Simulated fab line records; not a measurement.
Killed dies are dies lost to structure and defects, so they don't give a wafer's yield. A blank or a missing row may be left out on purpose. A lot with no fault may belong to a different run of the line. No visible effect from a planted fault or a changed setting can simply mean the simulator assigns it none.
What tool caused it? -- flow n5Finfet -- Sampling: 24 lots, 72 wafers, 2 of 1938 route steps

== WHAT THE GAUGES READ, wafer by wafer ==
N5_BEOL_M10_OVL_MEAS_29.
lot,measured,on,V9_OVL (nm)
L076,day 14 09:26,overlay-01,-0.1 -0.8 -0.8
L074,day 14 16:05,overlay-02,-0.9 -1.1 -0.7
L075,day 14 17:50,overlay-02,-0.2 -0.2 -0.9
L077,day 15 00:16,overlay-02,-0.4 -1.4 -1.2
L078,day 15 00:13,overlay-01,0.5 -0.3 -0.6
L079,day 15 00:29,overlay-02,-0.8 -0.6 -1.0
L081,day 15 10:31,overlay-02,-0.5 0.4 0.8
L080,day 15 22:09,overlay-01,0.4 -0.9 -0.5
L083,day 15 22:07,overlay-01,-0.7 -0.7 0.1
L082,day 16 01:04,overlay-01,0.0 -0.2 -0.5
L085,day 16 06:28,overlay-02,-1.3 -0.6 0.0
L084,day 16 17:16,overlay-02,-0.1 -0.8 0.3
L086,day 16 17:26,overlay-01,-0.7 -0.2 -0.7
L089,day 17 10:26,overlay-01,-1.9 -0.5 -1.6
L091,day 17 12:39,overlay-01,1.0 0.0 0.6
L087,day 17 20:57,overlay-02,-0.9 -1.2 -1.3
L088,day 17 22:50,overlay-02,-0.5 -1.3 0.5
L092,day 18 01:52,overlay-01,-0.9 -0.7 -0.7
L090,day 18 01:44,overlay-02,-1.0 -0.8 -1.4
L093,day 18 18:56,overlay-02,-0.9 0.1 -1.1
L094,day 19 01:52,overlay-01,-1.1 -1.3 0.4
L095,day 19 07:34,overlay-01,-0.2 0.0 -1.1
L096,day 19 10:59,overlay-02,-0.5 -0.5 -0.2
L097,day 19 21:13,overlay-01,0.1 -0.1 -1.8

== WHAT TOOL EACH LOT RAN ON (gives the tool, then ch and the chambers of the sampled wafers, and finally the start) ==
lot,N5_BEOL_M10_STRIP_67
L076,"rieDiel-01 ch 2,3, day 14 08:20"
L074,"rieDiel-05 ch 0,2, day 14 15:14"
L075,"rieDiel-05 ch 0,1,2, day 14 15:50"
L077,"rieDiel-01 ch 0,3, day 14 22:39"
L078,"rieDiel-04 ch 0,1, day 14 22:52"
L079,"rieDiel-04 ch 1,2,3, day 14 23:56"
L081,"rieDiel-01 ch 0,1, day 15 09:24"
L080,"rieDiel-04 ch 0,1,3, day 15 18:38"
L083,"rieDiel-01 ch 1,3, day 15 19:26"
L082,"rieDiel-04 ch 0,2,3, day 15 23:56"
L085,"rieDiel-04 ch 0,2,3, day 16 03:30"
L084,"rieDiel-05 ch 0,3, day 16 15:34"
L086,"rieDiel-04 ch 0,1,2, day 16 16:08"
L089,"rieDiel-04 ch 0,3, day 17 08:35"
L091,"rieDiel-04 ch 0,1, day 17 11:11"
L087,"rieDiel-04 ch 0,3, day 17 18:40"
L088,"rieDiel-01 ch 0,2, day 17 22:11"
L092,"rieDiel-01 ch 1,2, day 17 22:36"
L090,"rieDiel-05 ch 0,1, day 17 22:51"
L093,"rieDiel-01 ch 0,2, day 18 16:51"
L094,"rieDiel-01 ch 1,2, day 19 00:57"
L095,"rieDiel-04 ch 1,2, day 19 07:02"
L096,"rieDiel-05 ch 0,1, day 19 08:51"
L097,"rieDiel-05 ch 0,3, day 19 20:40"
- N5_BEOL_M10_STRIP_67: strips in CF4.

== AS READ BY THE TOOLS THEMSELVES (means over the sampled wafers that have a number; for cases with no such wafer, the mark the record gives instead) ==
N5_BEOL_M10_STRIP_67.
lot,tool,drypumpMotorCurrentA (A),oesProductAu (a.u.),rfVppV (V),showerheadPlenumPTorr (Torr),throttleValvePct (%)
L076,rieDiel-01,5.8,0.70,270.7,1.77,13.62
L074,rieDiel-05,5.7,0.78,272.3,1.85,13.39
L075,rieDiel-05,5.9,0.80,272.1,1.86,13.50
L077,rieDiel-01,6.3,0.72,271.9,1.80,13.54
L078,rieDiel-04,5.5,0.88,270.3,1.78,13.48
L079,rieDiel-04,5.9,0.85,271.9,1.81,13.43
L081,rieDiel-01,6.0,0.84,270.5,1.80,13.53
L080,rieDiel-04,5.7,0.89,271.4,1.79,13.41
L083,rieDiel-01,6.1,0.80,270.9,1.77,13.56
L082,rieDiel-04,5.5,0.84,270.4,1.80,13.47
L085,rieDiel-04,5.5,0.84,271.8,1.80,13.47
L084,rieDiel-05,6.4,0.77,273.5,1.85,13.34
L086,rieDiel-04,5.7,0.81,271.3,1.79,13.54
L089,rieDiel-04,5.4,0.89,270.9,1.80,13.36
L091,rieDiel-04,5.5,0.85,270.6,1.77,13.53
L087,rieDiel-04,5.5,0.88,270.7,1.80,13.36
L088,rieDiel-01,5.7,0.85,271.1,1.79,13.32
L092,rieDiel-01,5.8,0.85,270.9,1.77,13.46
L090,rieDiel-05,5.8,0.76,273.3,1.86,13.49
L093,rieDiel-01,6.0,0.79,271.8,1.81,13.47
L094,rieDiel-01,5.7,0.87,271.5,1.76,13.34
L095,rieDiel-04,6.1,0.78,271.3,1.79,13.59
L096,rieDiel-05,6.0,0.76,272.6,1.87,13.64
L097,rieDiel-05,6.4,0.75,273.3,1.85,13.41

== THE ANSWER, worked out from the rows above alone ==
Rule: the usual values come from the lots themselves. Put in order of their means at a reading, lots are off if they are a third of the lots or fewer, leave a main group of 4 or more, and stand apart from it by a gap of 3 or more times the standard deviation of the main group's means; of several such gaps the widest counts. If all means in a main group match to the digits the tables above print for the reading, that group is not used. Also off: a lot with no number at a reading for which 4 or more lots have one. All remaining lots with rows at the step are treated as sound. After the gauges, taken in route order, come the tools' own readings; for these a lot's mean is taken, as printed above. The first step at which some lot is off is used, and at that step the reading that is off furthest; a lot without a number counts as furthest.
Across all readings shown, no lot is off: no conclusion can be drawn from this.

== WHAT THE SIMULATOR HAD INSERTED ==
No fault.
